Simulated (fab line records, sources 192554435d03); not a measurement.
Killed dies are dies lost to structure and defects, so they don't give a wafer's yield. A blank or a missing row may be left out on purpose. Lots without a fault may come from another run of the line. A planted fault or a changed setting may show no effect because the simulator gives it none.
fab line records | flow n5_finfet | part 2 of 2: steps 25 to 36 of 36
record lots=5 wafers=15 last_day=17
route steps=1938 shown BEOL_M1@821 BEOL_M2@841
lots that met no fault: from a run of the same line without faults
start_h: hours from the record's first day to the start of the lot's first wafer shown | wait_h: hours since the lot's step before | " the same as in the row above | L1.1+2: a row that stands for several wafers | - no value, or no start given | * or withheld: withheld | < > ~ a bound
route shown NAME@n: a module of which the file shows steps, and the number in the route of the first | usual: mean/standard deviation of fault-free wafers | same: alike in all rows | chamber/n: place in a boat | sites: the reading at each site | _std_site: their standard deviation | _edge_site: outer sites' mean less inner sites' | radius_mm: how far each site lies from the wafer's centre | mask NAME#n: copy n | behind: the tool/chamber that last shaped the wafer | hold: why the lot was held/for how many hours/how that ended | device: the transistor (n, p or np) that didn't switch | end of line: the same wafers' tests at the end of the route | a step without rows: its recipe alone | killed: dies lost to structure and defects at the first sort, not the wafer's yield | map: a wafer's dies, x killed, . not, _ none there
set.NAME: the setting as run; set.NAME@STEP: as run at that earlier step | model.NAME: the simulator's own value behind a step, which no gauge read
lots at some steps of the route; a table a step, a row a wafer
services: from which hour (start_h, from the record's first day; less than 0 if before it) a tool's chamber was out of use, for how many hours, and why
## steps
# step N5_BEOL_M2_COAT_61
# recipe resist=SOC temp_c=250 time_s=60 spin_rpm=1500 resist_thk_nm=60
# usual spin_speed_rpm=1499.9/1.1
# columns lot.wafer tool chamber start_h wait_h spin_speed_rpm
L077.1 litho_track-01 0 153.23 0.1 1500.2
L077.2 " 0 " " 1501.9
L077.6 " 0 " " 1501.6
L078.3 litho_track-02 0 160.22 0.1 1499.7
L078.5 " 0 " " 1500.5
L078.6 " 0 " " 1500.5
L084.1 litho_track-01 0 194.25 0.1 1500.4
L084.2 " 0 " " 1500.1
L084.5 " 0 " " 1497.2
L087.2 litho_track-01 0 218.12 0.1 1499.6
L087.3 " 0 " " 1498.2
L087.4 " 0 " " 1501.3
L090.2 litho_track-04 0 226.02 0.1 1501.6
L090.3 " 0 " " 1500.5
L090.6 " 0 " " 1500.3
# step N5_BEOL_M2_COAT_62
# recipe resist=SiARC temp_c=220 time_s=60 spin_rpm=1500 resist_thk_nm=12
# usual spin_speed_rpm=1499.8/1.3
# columns lot.wafer tool chamber start_h wait_h spin_speed_rpm
L077.1 litho_track-01 0 - - 1501.2
L077.2 " 0 " " 1502.4
L077.6 " 0 " " 1498.5
L078.3 litho_track-02 0 - - 1499.5
L078.5 " 0 " " 1501.9
L078.6 " 0 " " 1499.2
L084.1 litho_track-01 0 - - 1499.5
L084.2 " 0 " " 1501.0
L084.5 " 0 " " 1497.8
L087.2 litho_track-01 0 - - 1497.6
L087.3 " 0 " " 1500.4
L087.4 " 0 " " 1501.8
L090.2 litho_track-04 0 - - 1500.7
L090.3 " 0 " " 1499.7
L090.6 " 0 " " 1499.2
# step N5_BEOL_M2_COAT_73
# recipe resist=underlayer temp_c=205 time_s=60 spin_rpm=1500 resist_thk_nm=5
# usual spin_speed_rpm=1500.0/1.3
# columns lot.wafer tool chamber start_h wait_h spin_speed_rpm
L077.1 litho_track-01 0 - - 1500.8
L077.2 " 0 " " 1499.4
L077.6 " 0 " " 1498.5
L078.3 litho_track-02 0 - - 1501.1
L078.5 " 0 " " 1499.2
L078.6 " 0 " " 1499.5
L084.1 litho_track-01 0 - - 1498.8
L084.2 " 0 " " 1501.1
L084.5 " 0 " " 1499.1
L087.2 litho_track-01 0 - - 1503.1
L087.3 " 0 " " 1500.6
L087.4 " 0 " " 1498.8
L090.2 litho_track-04 0 - - 1500.3
L090.3 " 0 " " 1501.6
L090.6 " 0 " " 1501.6
# step N5_BEOL_M2_COAT_05
# recipe resist=CAR-EUV spin_rpm=1500 resist_thk_nm=30
# usual spin_speed_rpm=1499.9/1.1
# columns lot.wafer tool chamber start_h wait_h spin_speed_rpm
L077.1 litho_track-01 0 - - 1498.9
L077.2 " 0 " " 1501.9
L077.6 " 0 " " 1500.3
L078.3 litho_track-02 0 - - 1499.0
L078.5 " 0 " " 1497.5
L078.6 " 0 " " 1499.6
L084.1 litho_track-01 0 - - 1498.4
L084.2 " 0 " " 1500.0
L084.5 " 0 " " 1500.3
L087.2 litho_track-01 0 - - 1500.3
L087.3 " 0 " " 1499.9
L087.4 " 0 " " 1500.3
L090.2 litho_track-04 0 - - 1500.2
L090.3 " 0 " " 1500.4
L090.6 " 0 " " 1500.5
# step N5_BEOL_M2_EBR_07
# recipe solvent=PGMEA ebr_width_mm=1.5
# columns lot.wafer tool chamber start_h wait_h
L077.1+2+6 litho_track-01 0 - -
L078.3+5+6 litho_track-02 0 - -
L084.1+2+5 litho_track-01 0 - -
L087.2+3+4 litho_track-01 0 - -
L090.2+3+6 litho_track-04 0 - -
# step N5_BEOL_M2_SOFTBAKE_06
# recipe temp_c=110 time_s=60 resist=CAR-EUV
# columns lot.wafer tool chamber start_h wait_h
L077.1+2+6 litho_track-01 0 - -
L078.3+5+6 litho_track-02 0 - -
L084.1+2+5 litho_track-01 0 - -
L087.2+3+4 litho_track-01 0 - -
L090.2+3+6 litho_track-04 0 - -
# step N5_BEOL_M2_EXPOSE_08
# recipe mask_id=M2 na=0.33 source_shape=dipole sigma_inner=0.369 sigma_outer=0.767 polarization=unpolarized dose_mj=41.25
# same na=0.33
# columns lot.wafer tool chamber start_h wait_h mask
L077.1+2+6 euv_scanner-01 0 153.37 - M2#0
L078.3+5+6 euv_scanner-02 0 160.49 - M2#0
L084.1+2+5 euv_scanner-01 0 194.51 - M2#0
L087.2+3+4 euv_scanner-01 0 218.39 - M2#0
L090.2+3+6 euv_scanner-01 0 226.16 - M2#0
# step N5_BEOL_M2_PEB_09
# recipe peb_temp_c=100 peb_time_s=60 resist=CAR-EUV
# columns lot.wafer tool chamber start_h wait_h
L077.1+2+6 litho_track-01 0 153.43 0.1
L078.3+5+6 litho_track-02 0 160.55 0.0
L084.1+2+5 litho_track-02 0 194.58 0.1
L087.2+3+4 litho_track-02 0 218.45 0.1
L090.2+3+6 litho_track-02 0 226.22 0.1
# step N5_BEOL_M2_DEVELOP_10
# recipe develop_time_s=30 developer=TMAH resist=CAR-EUV rinse_liquid=surfactant_rinse dry=air_spin dev_temp_c=23
# columns lot.wafer tool chamber start_h wait_h
L077.1+2+6 litho_track-01 0 - -
L078.3+5+6 litho_track-02 0 - -
L084.1+2+5 litho_track-02 0 - -
L087.2+3+4 litho_track-02 0 - -
L090.2+3+6 litho_track-02 0 - -
# step N5_BEOL_M2_CD_MEAS_11
# recipe target_cd_nm=16.79 landing_energy_ev=500 detector=se_inlens polarity=opening
# usual cd_nm=16.84/0.23
# columns lot.wafer tool chamber start_h wait_h cd_nm
L077.1 cd_sem-03 0 153.50 - 16.80
L077.2 " 0 " " 16.42
L077.6 " 0 " " 16.82
L078.3 cd_sem-02 0 160.61 - 16.90
L078.5 " 0 " " 17.01
L078.6 " 0 " " 16.96
L084.1 cd_sem-03 0 194.65 - 16.70
L084.2 " 0 " " 16.83
L084.5 " 0 " " 16.93
L087.2 cd_sem-03 0 218.52 - 16.54
L087.3 " 0 " " 16.67
L087.4 " 0 " " 16.95
L090.2 cd_sem-02 0 226.29 - 16.85
L090.3 " 0 " " 17.05
L090.6 " 0 " " 16.46
# step N5_BEOL_M2_OVL_MEAS_12
# recipe points_per_wafer=522
# usual M2_OVL=-0.3/0.79
# columns lot.wafer tool chamber start_h wait_h M2_OVL[nm]
L077.1 overlay-01 0 153.53 0.0 -0.5
L077.2 " 0 " " -0.8
L077.6 " 0 " " 0.1
L078.3 overlay-02 0 160.65 0.0 -1.0
L078.5 " 0 " " -1.3
L078.6 " 0 " " -0.5
L084.1 overlay-02 0 194.68 0.0 -0.8
L084.2 " 0 " " -0.1
L084.5 " 0 " " -0.8
L087.2 overlay-02 0 218.55 0.0 -0.4
L087.3 " 0 " " -1.0
L087.4 " 0 " " -0.3
L090.2 overlay-02 0 226.32 0.0 -1.0
L090.3 " 0 " " -0.2
L090.6 " 0 " " -0.9
# step N5_BEOL_M2_INSPECT_13
# recipe mode=adi inspect_instrument=brightfield
# usual raw_defect_count=431/99
# columns lot.wafer tool chamber start_h wait_h raw_defect_count
L077.1 defect_inspect-02 - 153.59 0.1 381
L077.2 " - " " 432
L077.6 " - " " 350
L078.3 defect_inspect-02 - 160.70 0.0 632
L078.5 " - " " 618
L078.6 " - " " 463
L084.1 defect_inspect-02 - 194.95 0.3 363
L084.2 " - " " 374
L084.5 " - " " 317
L087.2 defect_inspect-02 - 218.61 0.0 349
L087.3 " - " " 417
L087.4 " - " " 428
L090.2 defect_inspect-01 - 226.38 0.0 447
L090.3 " - " " 266
L090.6 " - " " 308
## services
# columns tool chamber start_h hours kind
cvd_co-02 - 127.45 28.1 pm
cmp-01 - 132.40 5.5 pm
cmp-04 - 140.01 3.1 pm
pvd_sputter-03 - 155.67 1.6 repair
pecvd-03 - 157.33 1.4 repair
euv_scanner-01 - 164.40 1.0 pm
cvd_co-02 - 165.03 1.7 repair
pecvd-04 1 166.93 6.9 repair
pecvd-04 0 168.48 16.4 repair
euv_scanner-01 - 176.14 1.4 repair
pvd_sputter-01 - 176.49 2.6 repair
ecd_cu-01 - 180.80 1.2 repair
euv_scanner-01 - 182.92 0.5 repair
cmp-04 - 184.81 5.6 repair
ecd_cu-02 - 192.78 6.1 pm
pecvd-04 2 195.91 3.0 repair
cvd_co-02 - 198.82 0.5 repair
cmp-01 - 198.85 1.9 repair
pecvd-04 - 201.22 6.0 pm
euv_scanner-01 - 204.96 12.0 pm
pecvd-04 - 207.59 1.6 repair
cvd_co-02 - 212.88 6.9 pm
euv_scanner-01 - 220.55 1.0 pm
cvd_co-01 1 222.85 2.7 repair
